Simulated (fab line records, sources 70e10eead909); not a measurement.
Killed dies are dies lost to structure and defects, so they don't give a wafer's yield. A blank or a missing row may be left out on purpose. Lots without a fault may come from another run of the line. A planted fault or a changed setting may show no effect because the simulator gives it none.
Which tool did it? | flow nand_harc | 12 lots, 36 wafers sampled, at 3 steps of a route of 1159

WHAT THE GAUGES READ, wafer by wafer
NHARC_A_BLC_OVL_MEAS_11.
lot  | measured     | on         | overlay_x_nm (nm)
L077 | day 17 22:10 | overlay-01 | -0.7 -1.1 -0.9
L078 | day 18 07:09 | overlay-01 | 0.9 0.3 0.3
L079 | day 18 22:26 | overlay-01 | 1.6 0.9 1.6
L081 | day 19 10:15 | overlay-02 | -1.1 -1.0 -1.3
L083 | day 19 11:16 | overlay-02 | 1.8 1.2 1.3
L085 | day 20 00:34 | overlay-01 | -0.4 -0.1 0.4
L086 | day 20 10:12 | overlay-02 | 0.0 0.3 0.6
L088 | day 21 06:05 | overlay-02 | -0.4 -1.0 -0.9
L089 | day 21 12:17 | overlay-02 | -0.3 -0.3 -0.6
L092 | day 22 00:20 | overlay-02 | -0.3 -0.2 0.1
L096 | day 22 09:30 | overlay-01 | -0.7 -0.4 -0.2
L095 | day 22 21:35 | overlay-01 | 0.0 0.8 0.5

WHICH TOOL RAN EACH LOT (tool, then ch and the chambers of the sampled wafers, then the start)
lot  | NHARC_A_CONTACT_DEP_85          | NHARC_A_CONTACT_ETCH_136
L077 | pecvd-04 ch 0,2, day 17 05:10   | har_cap_etch-02 ch 0,1, day 17 07:25
L078 | pecvd-04 ch 1,2, day 17 19:43   | har_cap_etch-02 ch 0,1, day 17 22:07
L079 | pecvd-04 ch 0,1,2, day 18 13:29 | har_cap_etch-01 ch 0,1, day 18 15:47
L081 | pecvd-04 ch 0,2, day 18 18:36   | har_cap_etch-02 ch 0,1, day 18 20:55
L083 | pecvd-04 ch 0,2, day 19 03:08   | har_cap_etch-02 ch 0,1, day 19 05:23
L085 | pecvd-01 ch 1,2, day 19 14:22   | har_cap_etch-03 ch 0, day 19 16:37
L086 | pecvd-04 ch 0,1, day 20 01:03   | har_cap_etch-01 ch 0,1, day 20 03:17
L088 | pecvd-04 ch 0,1,2, day 20 20:05 | har_cap_etch-01 ch 0,1, day 20 22:24
L089 | pecvd-01 ch 0,2, day 21 00:13   | har_cap_etch-01 ch 0,1, day 21 02:19
L092 | pecvd-01 ch 0,2, day 21 10:34   | har_cap_etch-01 ch 0,1, day 21 12:50
L096 | pecvd-03 ch 0,1,2, day 22 03:07 | har_cap_etch-01 ch 0,1, day 22 05:14
L095 | pecvd-03 ch 0,2, day 22 15:16   | har_cap_etch-02 ch 0,1, day 22 17:23
- NHARC_A_CONTACT_DEP_85: deposits SiON, target thk 50 nm.
- NHARC_A_CONTACT_ETCH_136: etches the open film in C4F8/O2/Ar, time 132 s, target depth 1287 nm.

THE ANSWER, worked out from the rows above alone
Rule: what is usual is taken from the lots themselves. Put in order of their means at a reading, lots are off if they are a third of the lots or fewer, leave a main group of 4 or more, and stand apart from it by a gap of 3 or more times the standard deviation of the main group's means; of several such gaps the widest counts. A main group whose means are all the same, to the digits that the tables above print for the reading, isn't used. A lot without any number at a reading at which 4 lots or more have one is off too. The other lots that the step has rows for count as sound.
No lot is off at any reading shown: from this, nothing can be told.

WHAT THE SIMULATOR HAD PUT IN
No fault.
